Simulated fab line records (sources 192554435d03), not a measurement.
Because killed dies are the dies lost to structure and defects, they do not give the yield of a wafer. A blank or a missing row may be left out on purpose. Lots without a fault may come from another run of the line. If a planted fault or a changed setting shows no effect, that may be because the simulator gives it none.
Chamber matching / flow n5 finfet / 4 sister chambers for N5_BEOL_M0_STRIP_140 on rie diel-01
The step strips in CF4. 18 wafers are shown with their chamber, then 9 later ones without.

## WAFERS WITH THEIR CHAMBER
wafer=L074.2; chamber=2; drypump motor current A (A)=5.1; showerhead plenum p Torr (Torr)=1.77; throttle valve pct (%)=13.60
wafer=L074.3; chamber=1; drypump motor current A (A)=6.7; showerhead plenum p Torr (Torr)=1.77; throttle valve pct (%)=14.05
wafer=L074.5; chamber=2; drypump motor current A (A)=5.1; showerhead plenum p Torr (Torr)=1.77; throttle valve pct (%)=13.60
wafer=L075.1; chamber=0; drypump motor current A (A)=6.0; showerhead plenum p Torr (Torr)=1.81; throttle valve pct (%)=13.51
wafer=L075.5; chamber=1; drypump motor current A (A)=6.7; showerhead plenum p Torr (Torr)=1.77; throttle valve pct (%)=14.06
wafer=L075.6; chamber=2; drypump motor current A (A)=5.1; showerhead plenum p Torr (Torr)=1.77; throttle valve pct (%)=13.61
wafer=L077.2; chamber=0; drypump motor current A (A)=6.0; showerhead plenum p Torr (Torr)=1.80; throttle valve pct (%)=13.51
wafer=L077.5; chamber=0; drypump motor current A (A)=6.0; showerhead plenum p Torr (Torr)=1.81; throttle valve pct (%)=13.50
wafer=L077.6; chamber=2; drypump motor current A (A)=5.2; showerhead plenum p Torr (Torr)=1.77; throttle valve pct (%)=13.61
wafer=L085.2; chamber=3; drypump motor current A (A)=6.1; showerhead plenum p Torr (Torr)=1.77; throttle valve pct (%)=13.52
wafer=L085.3; chamber=2; drypump motor current A (A)=5.1; showerhead plenum p Torr (Torr)=1.77; throttle valve pct (%)=13.05
wafer=L085.5; chamber=3; drypump motor current A (A)=6.1; showerhead plenum p Torr (Torr)=1.77; throttle valve pct (%)=13.54
wafer=L086.1; chamber=2; drypump motor current A (A)=5.1; showerhead plenum p Torr (Torr)=1.77; throttle valve pct (%)=13.06
wafer=L086.5; chamber=1; drypump motor current A (A)=6.7; showerhead plenum p Torr (Torr)=1.76; throttle valve pct (%)=13.51
wafer=L086.6; chamber=0; drypump motor current A (A)=6.0; showerhead plenum p Torr (Torr)=1.80; throttle valve pct (%)=13.56
wafer=L087.2; chamber=2; drypump motor current A (A)=5.1; showerhead plenum p Torr (Torr)=1.77; throttle valve pct (%)=13.05
wafer=L087.3; chamber=0; drypump motor current A (A)=6.0; showerhead plenum p Torr (Torr)=1.80; throttle valve pct (%)=13.62
wafer=L087.5; chamber=2; drypump motor current A (A)=5.1; showerhead plenum p Torr (Torr)=1.77; throttle valve pct (%)=13.07

SIGNATURES (averages over the wafers above)
reading=drypump motor current A; chamber 0=6.000; chamber 1=6.700; chamber 2=5.112; chamber 3=6.100; scatter within a chamber=0.025
reading=showerhead plenum p Torr; chamber 0=1.8040; chamber 1=1.7667; chamber 2=1.7700; chamber 3=1.7700; scatter within a chamber=0.00365
reading=throttle valve pct; chamber 0=13.5400; chamber 1=13.8733; chamber 2=13.3313; chamber 3=13.5300; scatter within a chamber=0.24
Rule: for a wafer and a chamber, the distance is found by dividing, reading by reading, the gap between the wafer's reading and the chamber's mean by the reading's scatter, squaring, summing and taking the root. If the next closest chamber is less than 2 further off than the closest, the wafer can't be placed; otherwise it belongs to the closest. The scatter is the square root of a quotient: the sum, over the shown wafers, of each reading's squared deviation from its chamber's mean, divided by wafers minus chambers.

## WAFERS WHOSE CHAMBER IS MISSING
wafer=L089.1; drypump motor current A (A)=5.1; showerhead plenum p Torr (Torr)=1.77; throttle valve pct (%)=13.10
wafer=L089.2; drypump motor current A (A)=6.1; showerhead plenum p Torr (Torr)=1.77; throttle valve pct (%)=13.56
wafer=L089.5; drypump motor current A (A)=6.1; showerhead plenum p Torr (Torr)=1.77; throttle valve pct (%)=13.53
wafer=L093.1; drypump motor current A (A)=6.1; showerhead plenum p Torr (Torr)=1.77; throttle valve pct (%)=13.55
wafer=L093.4; drypump motor current A (A)=5.1; showerhead plenum p Torr (Torr)=1.76; throttle valve pct (%)=13.10
wafer=L093.5; drypump motor current A (A)=6.7; showerhead plenum p Torr (Torr)=1.76; throttle valve pct (%)=13.55
wafer=L096.2; drypump motor current A (A)=6.0; showerhead plenum p Torr (Torr)=1.79; throttle valve pct (%)=13.60
wafer=L096.3; drypump motor current A (A)=5.1; showerhead plenum p Torr (Torr)=1.76; throttle valve pct (%)=13.10
wafer=L096.6; drypump motor current A (A)=6.7; showerhead plenum p Torr (Torr)=1.76; throttle valve pct (%)=13.56

## WHICH CHAMBER EACH ONE RAN IN
wafer=L089.1; from the rows above=2; in truth=2
wafer=L089.2; from the rows above=3; in truth=3
wafer=L089.5; from the rows above=3; in truth=3
wafer=L093.1; from the rows above=3; in truth=3
wafer=L093.4; from the rows above=2; in truth=2
wafer=L093.5; from the rows above=1; in truth=1
wafer=L096.2; from the rows above=0; in truth=0
wafer=L096.3; from the rows above=2; in truth=2
wafer=L096.6; from the rows above=1; in truth=1
Correctly placed: 9 of 9. Left unplaced by these rows: 0. Placed wrongly: 0.
